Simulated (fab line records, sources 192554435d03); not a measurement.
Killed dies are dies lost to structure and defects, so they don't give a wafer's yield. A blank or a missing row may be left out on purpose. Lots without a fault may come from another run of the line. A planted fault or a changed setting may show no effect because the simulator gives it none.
Which tool did it? | flow n5_finfet | 10 lots, 30 wafers sampled, at 1 step of a route of 1938

WHAT THE GAUGES READ, wafer by wafer
N5_BEOL_M6_OVL_MEAS_29.
lot  | measured     | on         | V5_OVL (nm)
L322 | day 9 08:22  | overlay-01 | -0.2 -0.6 0.0
L325 | day 9 16:37  | overlay-01 | 0.2 0.2 0.0
L332 | day 11 14:24 | overlay-01 | -0.8 -0.6 0.1
L333 | day 11 18:14 | overlay-01 | 0.4 0.2 0.3
L338 | day 12 21:03 | overlay-01 | -0.3 -0.5 -0.1
L340 | day 13 09:35 | overlay-01 | 0.1 0.9 -0.6
L339 | day 13 10:54 | overlay-02 | 0.4 -0.5 0.2
L342 | day 13 22:03 | overlay-01 | 0.1 -0.6 -1.0
L344 | day 14 06:13 | overlay-01 | 0.3 0.9 0.4
L345 | day 14 10:29 | overlay-02 | -1.0 -0.8 -1.0

WHICH TOOL RAN EACH LOT (tool, then ch and the chambers of the sampled wafers, then the start)
The record holds no process step before these readings.

THE ANSWER, worked out from the rows above alone
Rule: what is usual is taken from the lots themselves. Put in order of their means at a reading, lots are off if they are a third of the lots or fewer, leave a main group of 4 or more, and stand apart from it by a gap of 3 or more times the standard deviation of the main group's means; of several such gaps the widest counts. A main group whose means are all the same, to the digits that the tables above print for the reading, isn't used. A lot without any number at a reading at which 4 lots or more have one is off too. The other lots that the step has rows for count as sound.
No lot is off at any reading shown: from this, nothing can be told.

WHAT THE SIMULATOR HAD PUT IN
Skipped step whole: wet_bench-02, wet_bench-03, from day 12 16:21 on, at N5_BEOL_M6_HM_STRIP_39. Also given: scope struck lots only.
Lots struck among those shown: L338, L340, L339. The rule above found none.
